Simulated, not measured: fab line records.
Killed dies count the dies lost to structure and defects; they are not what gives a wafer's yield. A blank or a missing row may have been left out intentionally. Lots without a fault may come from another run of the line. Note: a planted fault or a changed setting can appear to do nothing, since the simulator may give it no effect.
The tool behind it: which one? :: flow n5Finfet :: 24 lots with 72 wafers sampled at 6 steps, on a route of 1938 steps

## WHAT EACH GAUGE READ, for each wafer
N5_BEOL_M13_OVL_MEAS_11.
lot: L074
measured: day 11 21:14
on: overlay-02
V12_OVL (nm): -4 1 1

lot: L075
measured: day 12 05:36
on: overlay-02
V12_OVL (nm): 1 0 -8

lot: L077
measured: day 12 09:44
on: overlay-02
V12_OVL (nm): -10 -1 -10

lot: L076
measured: day 12 10:34
on: overlay-02
V12_OVL (nm): -9 -3 2

lot: L078
measured: day 12 14:15
on: overlay-02
V12_OVL (nm): -6 -3 -6

lot: L080
measured: day 12 22:56
on: overlay-01
V12_OVL (nm): -6 1 -1

lot: L081
measured: day 13 10:17
on: overlay-02
V12_OVL (nm): 3 1 -4

lot: L079
measured: day 13 22:19
on: overlay-01
V12_OVL (nm): -9 -2 -9

lot: L082
measured: day 14 04:36
on: overlay-01
V12_OVL (nm): -2 -2 2

lot: L083
measured: day 14 05:11
on: overlay-02
V12_OVL (nm): -7 -4 -13

lot: L084
measured: day 14 13:04
on: overlay-02
V12_OVL (nm): 6 3 -3

lot: L087
measured: day 14 18:23
on: overlay-02
V12_OVL (nm): -14 -7 1

lot: L085
measured: day 15 07:35
on: overlay-01
V12_OVL (nm): 5 -1 3

lot: L088
measured: day 15 07:59
on: overlay-01
V12_OVL (nm): -1 4 -5

lot: L089
measured: day 15 16:40
on: overlay-01
V12_OVL (nm): -3 1 1

lot: L086
measured: day 15 17:55
on: overlay-01
V12_OVL (nm): -8 -4 -9

lot: L091
measured: day 15 18:11
on: overlay-01
V12_OVL (nm): 1 6 0

lot: L092
measured: day 16 16:03
on: overlay-01
V12_OVL (nm): -9 0 -7

lot: L090
measured: day 16 20:24
on: overlay-02
V12_OVL (nm): -3 -1 -5

lot: L093
measured: day 16 22:52
on: overlay-01
V12_OVL (nm): 2 -2 1

lot: L095
measured: day 17 01:53
on: overlay-02
V12_OVL (nm): -9 -4 -2

lot: L094
measured: day 17 18:04
on: overlay-02
V12_OVL (nm): 2 1 0

lot: L096
measured: day 18 02:35
on: overlay-01
V12_OVL (nm): -8 -13 -8

lot: L097
measured: day 18 09:11
on: overlay-02
V12_OVL (nm): -5 -3 2

N5_BEOL_M13_INSPECT_12: inspects for defects (macro).
lot: L074
measured: day 11 21:15
on: defectInspect-02
rawDefectCount: 1 1 2

lot: L075
measured: day 12 05:38
on: defectInspect-02
rawDefectCount: 2 2 3

lot: L077
measured: day 12 09:46
on: defectInspect-01
rawDefectCount: 3 0 3

lot: L076
measured: day 12 10:35
on: defectInspect-01
rawDefectCount: 2 1 3

lot: L078
measured: day 12 14:16
on: defectInspect-01
rawDefectCount: 2 0 3

lot: L080
measured: day 12 22:58
on: defectInspect-01
rawDefectCount: 0 0 1

lot: L081
measured: day 13 10:19
on: defectInspect-02
rawDefectCount: 2 2 2

lot: L079
measured: day 13 22:20
on: defectInspect-01
rawDefectCount: 5 3 7

lot: L082
measured: day 14 04:37
on: defectInspect-02
rawDefectCount: 6 2 2

lot: L083
measured: day 14 05:12
on: defectInspect-02
rawDefectCount: 2 1 1

lot: L084
measured: day 14 13:05
on: defectInspect-01
rawDefectCount: 2 2 1

lot: L087
measured: day 14 18:25
on: defectInspect-01
rawDefectCount: 3 2 1

lot: L085
measured: day 15 07:37
on: defectInspect-01
rawDefectCount: 2 1 1

lot: L088
measured: day 15 08:01
on: defectInspect-02
rawDefectCount: 1 1 4

lot: L089
measured: day 15 16:50
on: defectInspect-02
rawDefectCount: 5 1 0

lot: L086
measured: day 15 17:56
on: defectInspect-02
rawDefectCount: 3 3 4

lot: L091
measured: day 15 18:13
on: defectInspect-02
rawDefectCount: 5 3 2

lot: L092
measured: day 16 16:05
on: defectInspect-02
rawDefectCount: 2 1 1

lot: L090
measured: day 16 20:25
on: defectInspect-01
rawDefectCount: 3 7 2

lot: L093
measured: day 16 22:53
on: defectInspect-02
rawDefectCount: 2 0 0

lot: L095
measured: day 17 01:55
on: defectInspect-02
rawDefectCount: 2 3 2

lot: L094
measured: day 17 18:06
on: defectInspect-01
rawDefectCount: 2 2 2

lot: L096
measured: day 18 02:37
on: defectInspect-01
rawDefectCount: 3 3 3

lot: L097
measured: day 18 09:13
on: defectInspect-01
rawDefectCount: 1 2 2

N5_BEOL_M13_INSPECT_30: inspects for defects (macro).
lot: L074
measured: day 11 22:29
on: defectInspect-02
rawDefectCount: 3 1 1

lot: L075
measured: day 12 06:50
on: defectInspect-02
rawDefectCount: 1 2 2

lot: L077
measured: day 12 10:50
on: defectInspect-02
rawDefectCount: 0 2 2

lot: L076
measured: day 12 11:39
on: defectInspect-02
rawDefectCount: 1 2 1

lot: L078
measured: day 12 15:19
on: defectInspect-02
rawDefectCount: 2 3 3

lot: L080
measured: day 13 00:02
on: defectInspect-02
rawDefectCount: 2 5 3

lot: L081
measured: day 13 11:28
on: defectInspect-01
rawDefectCount: 3 0 3

lot: L079
measured: day 13 23:17
on: defectInspect-02
rawDefectCount: 2 2 5

lot: L082
measured: day 14 05:40
on: defectInspect-01
rawDefectCount: 2 0 2

lot: L083
measured: day 14 06:24
on: defectInspect-02
rawDefectCount: 7 2 2

lot: L084
measured: day 14 14:02
on: defectInspect-01
rawDefectCount: 3 1 0

lot: L087
measured: day 14 19:25
on: defectInspect-02
rawDefectCount: 1 3 6

lot: L085
measured: day 15 08:41
on: defectInspect-01
rawDefectCount: 1 4 3

lot: L088
measured: day 15 08:58
on: defectInspect-02
rawDefectCount: 0 2 2

lot: L089
measured: day 15 17:54
on: defectInspect-02
rawDefectCount: 1 3 1

lot: L086
measured: day 15 19:11
on: defectInspect-02
rawDefectCount: 1 2 2

lot: L091
measured: day 15 19:22
on: defectInspect-02
rawDefectCount: 1 5 3

lot: L092
measured: day 16 17:08
on: defectInspect-01
rawDefectCount: 1 1 3

lot: L090
measured: day 16 21:22
on: defectInspect-02
rawDefectCount: 1 2 4

lot: L093
measured: day 16 23:52
on: defectInspect-01
rawDefectCount: 3 1 2

lot: L095
measured: day 17 03:11
on: defectInspect-01
rawDefectCount: 2 2 1

lot: L094
measured: day 17 21:07
on: defectInspect-01
rawDefectCount: 1 3 2

lot: L096
measured: day 18 03:41
on: defectInspect-02
rawDefectCount: 0 3 2

lot: L097
measured: day 18 10:37
on: defectInspect-02
rawDefectCount: 1 1 5

## WHICH TOOL RAN EACH LOT (tool, then ch and the chambers of the sampled wafers, then the start)
lot: L074
N5_BEOL_M12_CMP_49: cmp-02 ch 0,1,2, day 11 20:15
N5_BEOL_M13_ILD_DEP_00: pecvd-03 ch 0,1,2, day 11 20:41
N5_BEOL_M13_DESCUM_15: rieDiel-04 ch 0,3, day 11 21:18

lot: L075
N5_BEOL_M12_CMP_49: cmp-01 ch 0,1,3, day 12 04:30
N5_BEOL_M13_ILD_DEP_00: pecvd-02 ch 0,1,2, day 12 04:59
N5_BEOL_M13_DESCUM_15: rieDiel-04 ch 0,2,3, day 12 05:55

lot: L077
N5_BEOL_M12_CMP_49: cmp-02 ch 0,1,2, day 12 08:47
N5_BEOL_M13_ILD_DEP_00: pecvd-03 ch 0,1,2, day 12 09:16
N5_BEOL_M13_DESCUM_15: rieDiel-04 ch 0,1,3, day 12 09:48

lot: L076
N5_BEOL_M12_CMP_49: cmp-03 ch 0,1,2, day 12 09:38
N5_BEOL_M13_ILD_DEP_00: pecvd-04 ch 0,1,2, day 12 10:05
N5_BEOL_M13_DESCUM_15: rieDiel-04 ch 0,1,2, day 12 10:37

lot: L078
N5_BEOL_M12_CMP_49: cmp-01 ch 1,3, day 12 13:11
N5_BEOL_M13_ILD_DEP_00: pecvd-03 ch 0,1, day 12 13:38
N5_BEOL_M13_DESCUM_15: rieDiel-05 ch 1,2,3, day 12 14:24

lot: L080
N5_BEOL_M12_CMP_49: cmp-01 ch 0,1,2, day 12 22:03
N5_BEOL_M13_ILD_DEP_00: pecvd-04 ch 0,1,2, day 12 22:28
N5_BEOL_M13_DESCUM_15: rieDiel-04 ch 0,1,3, day 12 23:00

lot: L081
N5_BEOL_M12_CMP_49: cmp-02 ch 0,1,3, day 13 09:19
N5_BEOL_M13_ILD_DEP_00: pecvd-02 ch 0,2, day 13 09:48
N5_BEOL_M13_DESCUM_15: rieDiel-06 ch 0,1, day 13 10:26

lot: L079
N5_BEOL_M12_CMP_49: cmp-01 ch 0,2,3, day 13 21:25
N5_BEOL_M13_ILD_DEP_00: pecvd-04 ch 0,1, day 13 21:50
N5_BEOL_M13_DESCUM_15: rieDiel-06 ch 1,3, day 13 22:22

lot: L082
N5_BEOL_M12_CMP_49: cmp-01 ch 0,1,2, day 14 03:36
N5_BEOL_M13_ILD_DEP_00: pecvd-02 ch 0,1, day 14 04:07
N5_BEOL_M13_DESCUM_15: rieDiel-04 ch 1,2,3, day 14 04:46

lot: L083
N5_BEOL_M12_CMP_49: cmp-03 ch 0,1, day 14 04:04
N5_BEOL_M13_ILD_DEP_00: pecvd-04 ch 0,2, day 14 04:34
N5_BEOL_M13_DESCUM_15: rieDiel-05 ch 1,2,3, day 14 05:22

lot: L084
N5_BEOL_M12_CMP_49: cmp-03 ch 0,1, day 14 12:01
N5_BEOL_M13_ILD_DEP_00: pecvd-04 ch 0,2, day 14 12:28
N5_BEOL_M13_DESCUM_15: rieDiel-06 ch 0,1,2, day 14 13:07

lot: L087
N5_BEOL_M12_CMP_49: cmp-03 ch 2,3, day 14 17:19
N5_BEOL_M13_ILD_DEP_00: pecvd-02 ch 0,2, day 14 17:47
N5_BEOL_M13_DESCUM_15: rieDiel-05 ch 1,2,3, day 14 18:29

lot: L085
N5_BEOL_M12_CMP_49: cmp-02 ch 0,1, day 15 06:26
N5_BEOL_M13_ILD_DEP_00: pecvd-03 ch 1,2, day 15 06:59
N5_BEOL_M13_DESCUM_15: rieDiel-06 ch 0,1, day 15 07:39

lot: L088
N5_BEOL_M12_CMP_49: cmp-02 ch 0,1,2, day 15 06:52
N5_BEOL_M13_ILD_DEP_00: pecvd-02 ch 1,2, day 15 07:23
N5_BEOL_M13_DESCUM_15: rieDiel-04 ch 1,2,3, day 15 08:03

lot: L089
N5_BEOL_M12_CMP_49: cmp-03 ch 0,1,2, day 15 15:36
N5_BEOL_M13_ILD_DEP_00: pecvd-04 ch 0, day 15 16:01
N5_BEOL_M13_DESCUM_15: rieDiel-04 ch 0,2, day 15 16:52

lot: L086
N5_BEOL_M12_CMP_49: cmp-01 ch 0,1,2, day 15 16:54
N5_BEOL_M13_ILD_DEP_00: pecvd-02 ch 1,2, day 15 17:18
N5_BEOL_M13_DESCUM_15: rieDiel-05 ch 0,2,3, day 15 18:10

lot: L091
N5_BEOL_M12_CMP_49: cmp-02 ch 0,1, day 15 17:02
N5_BEOL_M13_ILD_DEP_00: pecvd-03 ch 1,2, day 15 17:34
N5_BEOL_M13_DESCUM_15: rieDiel-04 ch 1,2,3, day 15 18:15

lot: L092
N5_BEOL_M12_CMP_49: cmp-02 ch 0,3, day 16 14:57
N5_BEOL_M13_ILD_DEP_00: pecvd-02 ch 0,2, day 16 15:26
N5_BEOL_M13_DESCUM_15: rieDiel-04 ch 0,2,3, day 16 16:07

lot: L090
N5_BEOL_M12_CMP_49: cmp-01 ch 0,1,3, day 16 19:28
N5_BEOL_M13_ILD_DEP_00: pecvd-04 ch 1,2, day 16 19:55
N5_BEOL_M13_DESCUM_15: rieDiel-04 ch 0,1,3, day 16 20:27

lot: L093
N5_BEOL_M12_CMP_49: cmp-01 ch 0,3, day 16 21:46
N5_BEOL_M13_ILD_DEP_00: pecvd-02 ch 1,2, day 16 22:15
N5_BEOL_M13_DESCUM_15: rieDiel-04 ch 0,1,2, day 16 22:58

lot: L095
N5_BEOL_M12_CMP_49: cmp-01 ch 1,2, day 17 00:50
N5_BEOL_M13_ILD_DEP_00: pecvd-02 ch 2, day 17 01:21
N5_BEOL_M13_DESCUM_15: rieDiel-05 ch 0,3, day 17 02:10

lot: L094
N5_BEOL_M12_CMP_49: cmp-02 ch 0,3, day 17 17:05
N5_BEOL_M13_ILD_DEP_00: pecvd-03 ch 1,2, day 17 17:35
N5_BEOL_M13_DESCUM_15: rieDiel-06 ch 0,1,3, day 17 18:13

lot: L096
N5_BEOL_M12_CMP_49: cmp-02 ch 0,1,3, day 18 01:31
N5_BEOL_M13_ILD_DEP_00: pecvd-02 ch 0,2, day 18 01:58
N5_BEOL_M13_DESCUM_15: rieDiel-04 ch 0,2, day 18 02:38

lot: L097
N5_BEOL_M12_CMP_49: cmp-01 ch 0,2, day 18 08:13
N5_BEOL_M13_ILD_DEP_00: pecvd-03 ch 0,1,2, day 18 08:42
N5_BEOL_M13_DESCUM_15: rieDiel-05 ch 0,3, day 18 09:35
- N5_BEOL_M12_CMP_49: polishes, stops on SiOC, t overpolish 20.6 s, target thk 320 nm.
- N5_BEOL_M13_ILD_DEP_00: deposits SiOC from DEMS/O2, target thk 837.92 nm, time 166.4 s.
- N5_BEOL_M13_DESCUM_15: chemistry O2, time 7.9 s.

## WHAT THE TOOLS THEMSELVES READ (means of the sampled wafers that have a number; where no wafer has one, the mark that the record gives instead)
N5_BEOL_M12_CMP_49.
lot: L074
tool: cmp-02
barrierFieldEndpointS (s): 29.8
motorCurrentA (A): 5.9
overpolishRunS (s): 20.602

lot: L075
tool: cmp-01
barrierFieldEndpointS (s): 30.8
motorCurrentA (A): 5.7
overpolishRunS (s): 20.594

lot: L077
tool: cmp-02
barrierFieldEndpointS (s): 29.5
motorCurrentA (A): 6.0
overpolishRunS (s): 20.601

lot: L076
tool: cmp-03
barrierFieldEndpointS (s): 30.1
motorCurrentA (A): 6.3
overpolishRunS (s): 20.594

lot: L078
tool: cmp-01
barrierFieldEndpointS (s): 30.9
motorCurrentA (A): 6.3
overpolishRunS (s): 20.592

lot: L080
tool: cmp-01
barrierFieldEndpointS (s): 30.5
motorCurrentA (A): 5.6
overpolishRunS (s): 20.610

lot: L081
tool: cmp-02
barrierFieldEndpointS (s): 30.3
motorCurrentA (A): 5.8
overpolishRunS (s): 20.593

lot: L079
tool: cmp-01
barrierFieldEndpointS (s): 29.5
motorCurrentA (A): 6.2
overpolishRunS (s): 20.605

lot: L082
tool: cmp-01
barrierFieldEndpointS (s): 29.4
motorCurrentA (A): 5.5
overpolishRunS (s): 20.597

lot: L083
tool: cmp-03
barrierFieldEndpointS (s): 30.1
motorCurrentA (A): 6.5
overpolishRunS (s): 20.596

lot: L084
tool: cmp-03
barrierFieldEndpointS (s): 29.1
motorCurrentA (A): 6.7
overpolishRunS (s): 20.603

lot: L087
tool: cmp-03
barrierFieldEndpointS (s): 29.5
motorCurrentA (A): 5.4
overpolishRunS (s): 20.595

lot: L085
tool: cmp-02
barrierFieldEndpointS (s): 30.3
motorCurrentA (A): 6.1
overpolishRunS (s): 20.598

lot: L088
tool: cmp-02
barrierFieldEndpointS (s): 30.4
motorCurrentA (A): 5.8
overpolishRunS (s): 20.603

lot: L089
tool: cmp-03
barrierFieldEndpointS (s): 30.4
motorCurrentA (A): 6.3
overpolishRunS (s): 20.603

lot: L086
tool: cmp-01
barrierFieldEndpointS (s): 29.9
motorCurrentA (A): 5.9
overpolishRunS (s): 20.604

lot: L091
tool: cmp-02
barrierFieldEndpointS (s): 30.6
motorCurrentA (A): 6.0
overpolishRunS (s): 20.598

lot: L092
tool: cmp-02
barrierFieldEndpointS (s): 30.6
motorCurrentA (A): 6.4
overpolishRunS (s): 20.597

lot: L090
tool: cmp-01
barrierFieldEndpointS (s): 30.2
motorCurrentA (A): 6.1
overpolishRunS (s): 20.597

lot: L093
tool: cmp-01
barrierFieldEndpointS (s): 30.0
motorCurrentA (A): 6.0
overpolishRunS (s): 20.598

lot: L095
tool: cmp-01
barrierFieldEndpointS (s): 30.9
motorCurrentA (A): 5.6
overpolishRunS (s): 20.599

lot: L094
tool: cmp-02
barrierFieldEndpointS (s): 30.5
motorCurrentA (A): 6.2
overpolishRunS (s): 20.596

lot: L096
tool: cmp-02
barrierFieldEndpointS (s): 30.8
motorCurrentA (A): 6.0
overpolishRunS (s): 20.592

lot: L097
tool: cmp-01
barrierFieldEndpointS (s): 29.5
motorCurrentA (A): 5.8
overpolishRunS (s): 20.601

N5_BEOL_M13_ILD_DEP_00.
lot: L074
tool: pecvd-03
heaterPowerW (W): 454
showerheadPlenumPTorr (Torr): 5.688
throttleValvePct (%): 11.1

lot: L075
tool: pecvd-02
heaterPowerW (W): 453
showerheadPlenumPTorr (Torr): 5.696
throttleValvePct (%): 12.4

lot: L077
tool: pecvd-03
heaterPowerW (W): 414
showerheadPlenumPTorr (Torr): 5.676
throttleValvePct (%): 11.3

lot: L076
tool: pecvd-04
heaterPowerW (W): 471
showerheadPlenumPTorr (Torr): 5.681
throttleValvePct (%): 11.7

lot: L078
tool: pecvd-03
heaterPowerW (W): 423
showerheadPlenumPTorr (Torr): 5.694
throttleValvePct (%): 11.8

lot: L080
tool: pecvd-04
heaterPowerW (W): 439
showerheadPlenumPTorr (Torr): 5.701
throttleValvePct (%): 11.6

lot: L081
tool: pecvd-02
heaterPowerW (W): 490
showerheadPlenumPTorr (Torr): 5.695
throttleValvePct (%): 11.8

lot: L079
tool: pecvd-04
heaterPowerW (W): 454
showerheadPlenumPTorr (Torr): 5.699
throttleValvePct (%): 12.1

lot: L082
tool: pecvd-02
heaterPowerW (W): 504
showerheadPlenumPTorr (Torr): 5.703
throttleValvePct (%): 12.5

lot: L083
tool: pecvd-04
heaterPowerW (W): 544
showerheadPlenumPTorr (Torr): 5.687
throttleValvePct (%): 11.2

lot: L084
tool: pecvd-04
heaterPowerW (W): 452
showerheadPlenumPTorr (Torr): 5.694
throttleValvePct (%): 11.3

lot: L087
tool: pecvd-02
heaterPowerW (W): 494
showerheadPlenumPTorr (Torr): 5.701
throttleValvePct (%): 12.0

lot: L085
tool: pecvd-03
heaterPowerW (W): 448
showerheadPlenumPTorr (Torr): 5.681
throttleValvePct (%): 11.3

lot: L088
tool: pecvd-02
heaterPowerW (W): 467
showerheadPlenumPTorr (Torr): 5.688
throttleValvePct (%): 12.1

lot: L089
tool: pecvd-04
heaterPowerW (W): 441
showerheadPlenumPTorr (Torr): 5.690
throttleValvePct (%): 11.4

lot: L086
tool: pecvd-02
heaterPowerW (W): 467
showerheadPlenumPTorr (Torr): 5.684
throttleValvePct (%): 12.2

lot: L091
tool: pecvd-03
heaterPowerW (W): 481
showerheadPlenumPTorr (Torr): 5.680
throttleValvePct (%): 11.4

lot: L092
tool: pecvd-02
heaterPowerW (W): 520
showerheadPlenumPTorr (Torr): 5.704
throttleValvePct (%): 11.7

lot: L090
tool: pecvd-04
heaterPowerW (W): 474
showerheadPlenumPTorr (Torr): 5.697
throttleValvePct (%): 12.0

lot: L093
tool: pecvd-02
heaterPowerW (W): 487
showerheadPlenumPTorr (Torr): 5.686
throttleValvePct (%): 12.2

lot: L095
tool: pecvd-02
heaterPowerW (W): 452
showerheadPlenumPTorr (Torr): 5.683
throttleValvePct (%): 12.0

lot: L094
tool: pecvd-03
heaterPowerW (W): 519
showerheadPlenumPTorr (Torr): 5.688
throttleValvePct (%): 11.4

lot: L096
tool: pecvd-02
heaterPowerW (W): 514
showerheadPlenumPTorr (Torr): 5.690
throttleValvePct (%): 12.0

lot: L097
tool: pecvd-03
heaterPowerW (W): 444
showerheadPlenumPTorr (Torr): 5.676
throttleValvePct (%): 11.4

N5_BEOL_M13_DESCUM_15.
lot: L074
tool: rieDiel-04
biasPowerW (W): 20.02
chamberPressureMTorr (mTorr): 20.003
drypumpMotorCurrentA (A): 6.2
oesProductAu (a.u.): 0.75
rfVppV (V): 241.9
showerheadPlenumPTorr (Torr): 1.95
throttleValvePct (%): 20.53

lot: L075
tool: rieDiel-04
biasPowerW (W): 19.99
chamberPressureMTorr (mTorr): 19.994
drypumpMotorCurrentA (A): 6.2
oesProductAu (a.u.): 0.80
rfVppV (V): 242.1
showerheadPlenumPTorr (Torr): 1.99
throttleValvePct (%): 20.35

lot: L077
tool: rieDiel-04
biasPowerW (W): 20.01
chamberPressureMTorr (mTorr): 20.013
drypumpMotorCurrentA (A): 5.9
oesProductAu (a.u.): 0.75
rfVppV (V): 241.0
showerheadPlenumPTorr (Torr): 1.98
throttleValvePct (%): 20.41

lot: L076
tool: rieDiel-04
biasPowerW (W): 20.05
chamberPressureMTorr (mTorr): 19.999
drypumpMotorCurrentA (A): 5.8
oesProductAu (a.u.): 0.80
rfVppV (V): 241.8
showerheadPlenumPTorr (Torr): 2.02
throttleValvePct (%): 20.24

lot: L078
tool: rieDiel-05
biasPowerW (W): 20.01
chamberPressureMTorr (mTorr): 19.991
drypumpMotorCurrentA (A): 5.5
oesProductAu (a.u.): 0.80
rfVppV (V): 243.9
showerheadPlenumPTorr (Torr): 2.16
throttleValvePct (%): 20.31

lot: L080
tool: rieDiel-04
biasPowerW (W): 19.97
chamberPressureMTorr (mTorr): 20.005
drypumpMotorCurrentA (A): 5.8
oesProductAu (a.u.): 0.75
rfVppV (V): 241.0
showerheadPlenumPTorr (Torr): 1.98
throttleValvePct (%): 20.43

lot: L081
tool: rieDiel-06
biasPowerW (W): 20.03
chamberPressureMTorr (mTorr): 19.997
drypumpMotorCurrentA (A): 6.1
oesProductAu (a.u.): 0.78
rfVppV (V): 243.7
showerheadPlenumPTorr (Torr): 2.10
throttleValvePct (%): 20.71

lot: L079
tool: rieDiel-06
biasPowerW (W): 20.05
chamberPressureMTorr (mTorr): 19.982
drypumpMotorCurrentA (A): 6.2
oesProductAu (a.u.): 0.81
rfVppV (V): 243.7
showerheadPlenumPTorr (Torr): 2.12
throttleValvePct (%): 20.71

lot: L082
tool: rieDiel-04
biasPowerW (W): 20.00
chamberPressureMTorr (mTorr): 20.000
drypumpMotorCurrentA (A): 5.9
oesProductAu (a.u.): 0.80
rfVppV (V): 242.4
showerheadPlenumPTorr (Torr): 1.99
throttleValvePct (%): 20.39

lot: L083
tool: rieDiel-05
biasPowerW (W): 20.00
chamberPressureMTorr (mTorr): 20.008
drypumpMotorCurrentA (A): 5.5
oesProductAu (a.u.): 0.79
rfVppV (V): 244.4
showerheadPlenumPTorr (Torr): 2.15
throttleValvePct (%): 20.32

lot: L084
tool: rieDiel-06
biasPowerW (W): 20.03
chamberPressureMTorr (mTorr): 20.000
drypumpMotorCurrentA (A): 6.2
oesProductAu (a.u.): 0.85
rfVppV (V): 243.8
showerheadPlenumPTorr (Torr): 2.12
throttleValvePct (%): 20.63

lot: L087
tool: rieDiel-05
biasPowerW (W): 19.92
chamberPressureMTorr (mTorr): 19.994
drypumpMotorCurrentA (A): 5.5
oesProductAu (a.u.): 0.78
rfVppV (V): 243.5
showerheadPlenumPTorr (Torr): 2.15
throttleValvePct (%): 20.33

lot: L085
tool: rieDiel-06
biasPowerW (W): 20.00
chamberPressureMTorr (mTorr): 19.992
drypumpMotorCurrentA (A): 6.2
oesProductAu (a.u.): 0.80
rfVppV (V): 243.3
showerheadPlenumPTorr (Torr): 2.11
throttleValvePct (%): 20.74

lot: L088
tool: rieDiel-04
biasPowerW (W): 20.03
chamberPressureMTorr (mTorr): 20.001
drypumpMotorCurrentA (A): 6.0
oesProductAu (a.u.): 0.79
rfVppV (V): 241.3
showerheadPlenumPTorr (Torr): 1.99
throttleValvePct (%): 20.39

lot: L089
tool: rieDiel-04
biasPowerW (W): 19.97
chamberPressureMTorr (mTorr): 20.008
drypumpMotorCurrentA (A): 6.0
oesProductAu (a.u.): 0.77
rfVppV (V): 241.3
showerheadPlenumPTorr (Torr): 2.01
throttleValvePct (%): 20.24

lot: L086
tool: rieDiel-05
biasPowerW (W): 19.99
chamberPressureMTorr (mTorr): 19.995
drypumpMotorCurrentA (A): 5.6
oesProductAu (a.u.): 0.77
rfVppV (V): 244.3
showerheadPlenumPTorr (Torr): 2.15
throttleValvePct (%): 20.52

lot: L091
tool: rieDiel-04
biasPowerW (W): 19.98
chamberPressureMTorr (mTorr): 20.007
drypumpMotorCurrentA (A): 5.9
oesProductAu (a.u.): 0.79
rfVppV (V): 242.5
showerheadPlenumPTorr (Torr): 1.99
throttleValvePct (%): 20.40

lot: L092
tool: rieDiel-04
biasPowerW (W): 19.94
chamberPressureMTorr (mTorr): 20.002
drypumpMotorCurrentA (A): 6.2
oesProductAu (a.u.): 0.77
rfVppV (V): 241.2
showerheadPlenumPTorr (Torr): 1.98
throttleValvePct (%): 20.39

lot: L090
tool: rieDiel-04
biasPowerW (W): 20.02
chamberPressureMTorr (mTorr): 19.994
drypumpMotorCurrentA (A): 5.9
oesProductAu (a.u.): 0.73
rfVppV (V): 242.1
showerheadPlenumPTorr (Torr): 1.97
throttleValvePct (%): 20.46

lot: L093
tool: rieDiel-04
biasPowerW (W): 19.98
chamberPressureMTorr (mTorr): 20.005
drypumpMotorCurrentA (A): 5.8
oesProductAu (a.u.): 0.77
rfVppV (V): 241.2
showerheadPlenumPTorr (Torr): 2.01
throttleValvePct (%): 20.28

lot: L095
tool: rieDiel-05
biasPowerW (W): 19.99
chamberPressureMTorr (mTorr): 19.999
drypumpMotorCurrentA (A): 5.8
oesProductAu (a.u.): 0.73
rfVppV (V): 244.6
showerheadPlenumPTorr (Torr): 2.16
throttleValvePct (%): 20.58

lot: L094
tool: rieDiel-06
biasPowerW (W): 19.98
chamberPressureMTorr (mTorr): 19.999
drypumpMotorCurrentA (A): 6.2
oesProductAu (a.u.): 0.75
rfVppV (V): 243.0
showerheadPlenumPTorr (Torr): 2.09
throttleValvePct (%): 20.77

lot: L096
tool: rieDiel-04
biasPowerW (W): 19.95
chamberPressureMTorr (mTorr): 20.006
drypumpMotorCurrentA (A): 6.0
oesProductAu (a.u.): 0.75
rfVppV (V): 241.3
showerheadPlenumPTorr (Torr): 2.01
throttleValvePct (%): 20.28

lot: L097
tool: rieDiel-05
biasPowerW (W): 20.04
chamberPressureMTorr (mTorr): 20.002
drypumpMotorCurrentA (A): 5.9
oesProductAu (a.u.): 0.93
rfVppV (V): 245.4
showerheadPlenumPTorr (Torr): 2.16
throttleValvePct (%): 20.33

## THE ANSWER, worked out from the rows above alone
Rule: what is usual is taken from the lots themselves. The widest of any qualifying gaps counts: lots, ordered by their means at a reading, are off when they make up no more than a third of the lots, leave a main group of 4 or more, and stand apart from it by 3 or more times the standard deviation of that group's means. The tables above print the reading to a certain number of digits; a main group whose means all agree to those digits is not used. A lot without any number at a reading at which 4 lots or more have one is off too. All remaining lots with rows at the step are treated as sound. Order of review: gauges by route order, followed by the tools' own readings, for which a lot's mean as printed above is used. At the first step where some lot is off, the reading lying furthest off is the one used; lots without a number count as furthest.
No lot is off on any of the readings shown, so nothing can be concluded from this.

## WHAT THE SIMULATOR PUT IN
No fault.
